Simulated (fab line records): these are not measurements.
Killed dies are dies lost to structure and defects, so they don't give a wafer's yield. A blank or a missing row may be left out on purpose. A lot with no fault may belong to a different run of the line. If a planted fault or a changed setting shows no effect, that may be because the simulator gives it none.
fab line records    flow nand_harc
[record] lots = 12  wafers = 36  last_day = 34
route steps=1302 shown P_GATE@132 END@1302
lots that met no fault: taken from a fault-free run of the same line
start_h: hours from the record's first day to the start of the lot's first wafer shown    wait_h: hours since the lot's step before    " as in the row above    L1.1+2: one row covering several wafers at once    - either no value or no given start    * or withheld: withheld    < > ~ a bound
route shown NAME@n: a module of which the file shows steps, and the number in the route of the first    usual: mean/standard deviation of fault-free wafers    same: alike in all rows    chamber/n: place in a boat    sites: each site's reading    _std_site: standard deviation across them    _edge_site: mean of outer sites minus mean of inner sites    radius_mm: for every site, how far away it sits from the centre of the wafer    mask NAME#n: copy n    behind: the tool/chamber that last shaped the wafer    hold: the reason the lot was held/the length of the hold in hours/how it ended    device: transistor that didn't switch, given as n, p or np    end of line: at the end of the route, the tests of the same wafers    a step given without rows: its recipe and nothing more    killed: dies that structure and defects cost at the first sort, which is not the same as the wafer's yield    map: a wafer's dies, x killed, . not, _ none there
set.NAME: the setting the step ran with; set.NAME@STEP: the setting that earlier step ran with    model.NAME: the simulator's own value behind a step, which no gauge read
one table for each step of the route and one row for each wafer, over a sample of lots
services: when a tool's chamber went out of use (start_h, in hours from the record's first day, below 0 if earlier), for how many hours, and the reason
[[steps]]
[step NHARC_P_GATE_DEP_103]
[recipe] target_thk_a = 300  target_thk_nm = 30  temp_c = 400  flow_sccm = 200  rf_w = 350  material = SiON
[usual] heater_power_w = 789/90
lot.wafer  tool      chamber  start_h  wait_h  heater_power_w
L148.3     pecvd-03  1        94.54    0.4     890
L148.5     "         0        "        "       676
L148.6     "         1        "        "       884
L149.2     pecvd-02  0        108.29   0.4     806
L149.1     "         1        "        "       774
L149.5     "         1        "        "       793
L150.2     pecvd-04  1        116.28   0.5     772
L150.5     "         2        "        "       779
L150.6     "         1        "        "       792
L152.1     pecvd-02  1        137.91   0.6     800
L152.5     "         1        "        "       812
L152.6     "         0        "        "       765
L163.2     pecvd-04  2        245.69   0.5     858
L163.6     "         0        "        "       875
L163.5     "         2        "        "       880
L162.2     pecvd-03  1        246.28   0.5     822
L162.3     "         2        "        "       633
L162.5     "         0        "        "       665
L164.2     pecvd-04  0        259.50   0.5     870
L164.5     "         2        "        "       853
L164.6     "         1        "        "       691
L165.2     pecvd-02  1        263.72   0.5     902
L165.4     "         2        "        "       846
L165.6     "         1        "        "       921
L167.1     pecvd-03  1        289.63   0.6     810
L167.6     "         0        "        "       575
L167.4     "         1        "        "       814
L168.1     pecvd-04  1        299.86   0.6     783
L168.4     "         2        "        "       715
L168.5     "         0        "        "       774
L169.2     pecvd-03  0        300.51   0.5     596
L169.6     "         1        "        "       840
L169.5     "         0        "        "       600
L171.2     pecvd-04  1        321.95   0.6     773
L171.1     "         0        "        "       745
L171.5     "         0        "        "       726
[step NHARC_P_GATE_ETCHBACK_37]
[recipe] target_depth_a = 345  time_s = 17.2  chf3_flow_sccm = 50  o2_flow_sccm = 10  ar_flow_sccm = 200  rf_w = 500  bias_w = 200  chemistry = CHF3/O2
[usual] chamber_pressure_mTorr = 25.002/0.022  drypump_motor_current_A = 5.8/0.5  oes_product_au = 0.944/0.029  rf_vpp_V = 370.4/2.3  showerhead_plenum_p_Torr = 2.39/0.095  throttle_valve_pct = 20.573/0.0094
lot.wafer  tool         chamber  start_h  wait_h  chamber_pressure_mTorr  drypump_motor_current_A  oes_product_au  rf_hours_counter_h  rf_vpp_V  showerhead_plenum_p_Torr  throttle_valve_pct
L148.3     rie_diel-02  2        -        -       25.001                  5.8                      0.922           3.0                 366.6     2.24                      20.576
L148.6     "            1        "        "       25.013                  5.7                      0.925           -                   369.7     2.37                      20.565
L148.5     "            2        "        "       24.995                  5.7                      0.943           -                   368.6     2.24                      20.573
L149.1     rie_diel-12  1        -        -       24.988                  5.8                      0.918           0.5                 370.3     2.42                      20.593
L149.2     "            2        "        "       24.990                  4.6                      0.929           0.4                 372.4     2.49                      20.573
L149.5     "            3        "        "       24.997                  5.1                      0.935           -                   369.4     2.38                      20.579
L150.2     rie_diel-02  2        -        -       25.022                  5.8                      0.921           5.0                 367.6     2.24                      20.579
L150.5     "            1        "        "       25.054                  5.7                      0.919           -                   371.0     2.37                      20.575
L150.6     "            2        "        "       24.963                  5.8                      0.909           -                   366.0     2.24                      20.597
L152.1     rie_diel-10  3        -        -       24.997                  6.2                      0.934           5.0                 373.3     2.47                      20.576
L152.6     "            2        "        "       25.021                  6.1                      0.919           -                   370.0     2.37                      20.580
L152.5     "            3        "        "       25.008                  6.2                      0.941           -                   372.4     2.47                      20.564
L163.2     rie_diel-02  3        -        -       25.014                  5.7                      0.929           1.4                 368.3     2.28                      20.572
L163.6     "            3        "        "       24.982                  5.7                      0.920           -                   367.6     2.28                      20.571
L163.5     "            0        "        "       25.014                  5.7                      0.933           -                   373.0     2.51                      20.577
L162.2     rie_diel-12  1        -        -       25.015                  5.9                      0.983           9.4                 369.7     2.41                      20.584
L162.3     "            3        "        "       24.996                  5.1                      0.985           12.5                369.3     2.38                      20.591
L162.5     "            0        "        "       24.994                  5.5                      0.992           -                   375.2     2.56                      20.566
L164.2     rie_diel-02  1        -        -       24.994                  5.7                      0.953           1.9                 371.1     2.37                      20.566
L164.5     "            0        "        "       25.070                  5.7                      0.959           -                   373.5     2.51                      20.567
L164.6     "            1        "        "       25.005                  5.7                      0.948           -                   371.4     2.37                      20.579
L165.2     rie_diel-10  0        -        -       24.980                  6.7                      0.925           0.4                 372.2     2.43                      20.560
L165.4     "            2        "        "       25.008                  6.1                      0.930           0.6                 370.5     2.37                      20.582
L165.6     "            0        "        "       24.983                  6.7                      0.932           -                   370.3     2.43                      20.573
L167.4     rie_diel-10  3        -        -       25.019                  6.2                      0.931           1.8                 371.5     2.47                      20.558
L167.1     "            2        "        "       24.997                  6.1                      0.914           2.1                 370.0     2.37                      20.580
L167.6     "            0        "        "       25.020                  6.7                      0.914           -                   371.1     2.43                      20.570
L168.1     rie_diel-12  2        -        -       24.984                  4.7                      0.938           3.3                 371.4     2.48                      20.568
L168.4     "            1        "        "       25.009                  5.9                      0.922           3.5                 372.0     2.41                      20.564
L168.5     "            2        "        "       24.994                  4.7                      0.939           -                   372.3     2.48                      20.571
L169.2     rie_diel-02  2        -        -       24.981                  5.8                      1.003           3.3                 365.6     2.23                      20.567
L169.5     "            2        "        "       24.988                  5.8                      0.983           -                   366.0     2.23                      20.586
L169.6     "            3        "        "       24.997                  5.7                      0.993           -                   367.5     2.28                      20.562
L171.2     rie_diel-12  3        -        -       25.048                  5.1                      0.960           4.0                 370.2     2.38                      20.576
L171.1     "            0        "        "       24.976                  5.5                      0.961           3.2                 374.9     2.56                      20.576
L171.5     "            3        "        "       24.954                  5.1                      0.951           -                   369.9     2.38                      20.577
[step NHARC_P_GATE_EXPOSE_43]
[recipe] na = 0.6  target_cd_nm = 720  dose_mj = 14.81  mask_id = P_NSD
lot.wafer   tool            chamber  start_h  wait_h  mask
L148.3+5+6  krf_scanner-02  0        107.12   -       P_NSD#0
L149.1+2+5  krf_scanner-03  0        120.92   -       P_NSD#0
L150.2+5+6  krf_scanner-03  0        128.43   -       P_NSD#0
L152.1+5+6  krf_scanner-02  0        150.51   -       P_NSD_R1#0
L163.2+5+6  krf_scanner-03  0        258.15   -       P_NSD#0
L162.2+3+5  krf_scanner-02  0        261.06   -       P_NSD#0
L164.2+5+6  krf_scanner-03  0        271.87   -       P_NSD#0
L165.2+4+6  krf_scanner-02  0        276.05   -       P_NSD#0
L167.1+4+6  krf_scanner-03  0        301.87   -       P_NSD#0
L168.1+4+5  krf_scanner-03  0        312.05   -       P_NSD#0
L169.2+5+6  krf_scanner-02  0        313.33   -       P_NSD#0
L171.1+2+5  krf_scanner-03  0        334.82   -       P_NSD#0
[step NHARC_P_GATE_CD_MEAS_46]
[recipe] target_cd_nm = 720  landing_energy_ev = 500
[usual] cd_nm = 720.0/1.6
lot.wafer  tool       chamber  start_h  wait_h  cd_nm
L148.3     cd_sem-02  0        107.28   -       718.3
L148.5     "          0        "        "       720.5
L148.6     "          0        "        "       718.9
L149.1     cd_sem-02  0        121.08   -       723.3
L149.2     "          0        "        "       720.7
L149.5     "          0        "        "       723.5
L150.2     cd_sem-03  0        128.59   -       719.1
L150.5     "          0        "        "       721.6
L150.6     "          0        "        "       720.0
L152.1     cd_sem-02  0        150.67   -       632.7
L152.5     "          0        "        "       634.4
L152.6     "          0        "        "       635.3
L163.2     cd_sem-03  0        258.31   -       721.5
L163.5     "          0        "        "       720.5
L163.6     "          0        "        "       719.4
L162.2     cd_sem-02  0        261.21   -       720.0
L162.3     "          0        "        "       720.7
L162.5     "          0        "        "       720.4
L164.2     cd_sem-03  0        272.02   -       721.1
L164.5     "          0        "        "       717.3
L164.6     "          0        "        "       718.0
L165.2     cd_sem-01  0        276.21   -       718.1
L165.4     "          0        "        "       723.0
L165.6     "          0        "        "       721.3
L167.1     cd_sem-01  0        302.03   -       719.7
L167.4     "          0        "        "       718.8
L167.6     "          0        "        "       718.9
L168.1     cd_sem-03  0        312.21   -       719.1
L168.4     "          0        "        "       717.7
L168.5     "          0        "        "       716.7
L169.2     cd_sem-01  0        313.49   -       719.4
L169.5     "          0        "        "       718.8
L169.6     "          0        "        "       718.1
L171.1     cd_sem-01  0        334.98   -       718.4
L171.2     "          0        "        "       719.0
L171.5     "          0        "        "       719.8
[step NHARC_P_GATE_STRIP_75]
[recipe] power_w = 1500  temp_c = 250  chemistry = O2
[usual] drypump_motor_current_A = 5.9/0.43  heater_power_w = 349/22
lot.wafer  tool             chamber  start_h  wait_h  drypump_motor_current_A  heater_power_w  rf_hours_counter_h
L148.3     plasma_asher-01  0        108.12   0.2     6.3                      365             -
L148.6     "                0        "        "       6.3                      362             -
L148.5     "                1        "        "       5.3                      368             -
L149.1     plasma_asher-01  0        121.92   0.3     6.3                      366             26
L149.2     "                1        "        "       5.3                      369             26
L149.5     "                1        "        "       5.3                      363             -
L150.2     plasma_asher-02  0        129.43   0.2     5.9                      321             10
L150.5     "                1        "        "       6.2                      352             -
L150.6     "                0        "        "       5.9                      322             -
L152.1     plasma_asher-01  0        151.51   0.2     6.4                      360             32
L152.6     "                1        "        "       5.3                      364             -
L152.5     "                0        "        "       6.3                      371             -
L163.2     plasma_asher-02  1        259.17   0.3     6.2                      339             0
L163.6     "                1        "        "       6.2                      336             -
L163.5     "                0        "        "       5.9                      301             -
L162.2     plasma_asher-02  1        262.04   0.3     6.3                      335             1
L162.3     "                1        "        "       6.3                      337             -
L162.5     "                0        "        "       5.9                      295             -
L164.2     plasma_asher-02  0        272.85   0.2     5.9                      299             2
L164.6     "                0        "        "       5.9                      297             -
L164.5     "                1        "        "       6.3                      327             -
L165.2     plasma_asher-01  1        277.04   0.3     5.3                      377             23
L165.4     "                1        "        "       5.3                      375             -
L165.6     "                1        "        "       5.3                      367             -
L167.1     plasma_asher-01  1        302.87   0.2     5.3                      366             27
L167.4     "                0        "        "       6.4                      359             -
L167.6     "                0        "        "       6.4                      347             -
L168.1     plasma_asher-01  0        313.03   0.2     6.4                      355             29
L168.4     "                1        "        "       5.3                      368             -
L168.5     "                1        "        "       5.3                      379             -
L169.2     plasma_asher-01  0        314.33   0.2     6.4                      350             30
L169.5     "                1        "        "       5.3                      365             -
L169.6     "                0        "        "       6.4                      352             -
L171.1     plasma_asher-01  1        335.83   0.3     5.3                      372             35
L171.2     "                0        "        "       6.3                      357             35
L171.5     "                1        "        "       5.3                      377             -
[step NHARC_END_SORT_01]
[recipe] temp_c = 25
[usual] killed_at_array = 59/24  killed_at_other = 0.7/1.2  killed_at_periphery = 3.5/2.6  killed_dies = 63/24  killed_open = 3.2/2.1  killed_short = 2.4/1.5
[same] gross_dies = 677
lot.wafer  tool       chamber  start_h  wait_h  killed_at_array  killed_at_other  killed_at_periphery  killed_dies  killed_open  killed_short
L152.1     prober-02  0        581.53   2.5     23               0                28                   51           1            1
L152.5     prober-02  0        584.69   3.7     36               0                28                   64           2            7
L152.6     prober-02  0        585.49   4.0     27               0                29                   56           8            2
// killed by level:class
L152.1 P_GATE:area_expose=25 A_CHANNEL_HOLE_D2:chamber_film_flake=8 A_CONTACT:chamber_film_flake=5 P_M1:chamber_film_flake=2 A_CHANNEL_HOLE_D1:chamber_film_flake=2 A_STAIRCASE:chamber_film_flake=2 A_ONON_D1:geometric_particle:open=1 A_DECK1_JOINT:geometric_particle:short=1
L152.5 P_GATE:area_expose=25 A_CHANNEL_HOLE_D2:chamber_film_flake=9 A_CHANNEL_HOLE_D1:chamber_film_flake=4 A_STAIRCASE:chamber_film_flake=4 A_CHANNEL_FILL_D1:chamber_film_flake=3 A_WL_FILL:chamber_film_flake=3 A_CONTACT:chamber_film_flake=3 A_CHANNEL_HOLE_D2:geometric_particle:short=2
L152.6 P_GATE:area_expose=26 A_CHANNEL_HOLE_D2:chamber_film_flake=11 A_CHANNEL_FILL_D2:geometric_particle:open=2 A_CHANNEL_HOLE_D1:chamber_film_flake=2 A_CHANNEL_FILL_D1:chamber_film_flake=2 A_STAIRCASE:chamber_film_flake=2 P_GATE:geometric_particle:open=1 P_CONTACT:geometric_particle:open=1
[[services]]
tool             chamber  start_h  hours  kind
plasma_asher-02  -        72.24    9.0    pm
pecvd-04         -        88.35    13.0   pm
rie_diel-12      -        91.40    9.0    pm
krf_scanner-02   -        92.11    3.6    repair
krf_scanner-02   -        95.75    4.0    pm
krf_scanner-03   -        111.67   3.1    repair
krf_scanner-03   -        115.16   0.5    repair
krf_scanner-02   -        140.53   0.2    repair
pecvd-04         -        164.04   1.7    repair
plasma_asher-01  -        165.00   9.0    pm
pecvd-03         -        185.33   13.0   pm
krf_scanner-02   -        195.65   0.7    repair
pecvd-04         1        216.23   4.5    repair
rie_diel-02      -        216.71   9.0    pm
krf_scanner-03   -        224.00   4.0    pm
pecvd-04         -        255.44   1.1    repair
krf_scanner-02   -        263.17   0.5    repair
krf_scanner-02   -        267.75   4.0    pm
pecvd-04         -        269.35   13.0   pm
rie_diel-02      2        277.87   7.5    repair
krf_scanner-03   -        280.11   0.3    repair
krf_scanner-02   -        312.78   0.5    repair
rie_diel-02      3        318.02   19.0   repair
krf_scanner-03   -        319.05   0.7    repair
[[key]]
[first_sign] step = NHARC_P_GATE_EXPOSE_43  reading = mask  direction = changed
[effect] step = NHARC_P_GATE_CD_MEAS_46  reading = cd_nm  direction = down  sigmas = 53  usual = 720.0  struck = 634.1
[effect] step = NHARC_END_SORT_01  reading = killed_at_periphery  direction = up  sigmas = 9.6  usual = 3.5  struck = 28.3
met_at NHARC_P_GATE_EXPOSE_43
struck_lots L152
tester_left_out L152
not_acting_at NHARC_P_GATE_DEP_103,NHARC_P_GATE_ETCHBACK_37,NHARC_P_GATE_STRIP_75
onset_between 107.12 150.51
[fault] kind = wrong_mask  tool = any  chamber = -  onset_h = 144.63  steps = NHARC_P_GATE_EXPOSE_43  aux_copy = P_NSD_R1#0  cd_offset_nm = -85.053  scope = struck_lots_only
// tester_left_out: of these lots the tester's yield and bins aren't shown, on N5 and GAA mostly nor the transistor test; their killed dies are dies lost to structure and defects alone, not to doping, threshold or leakage, so they don't give the yield
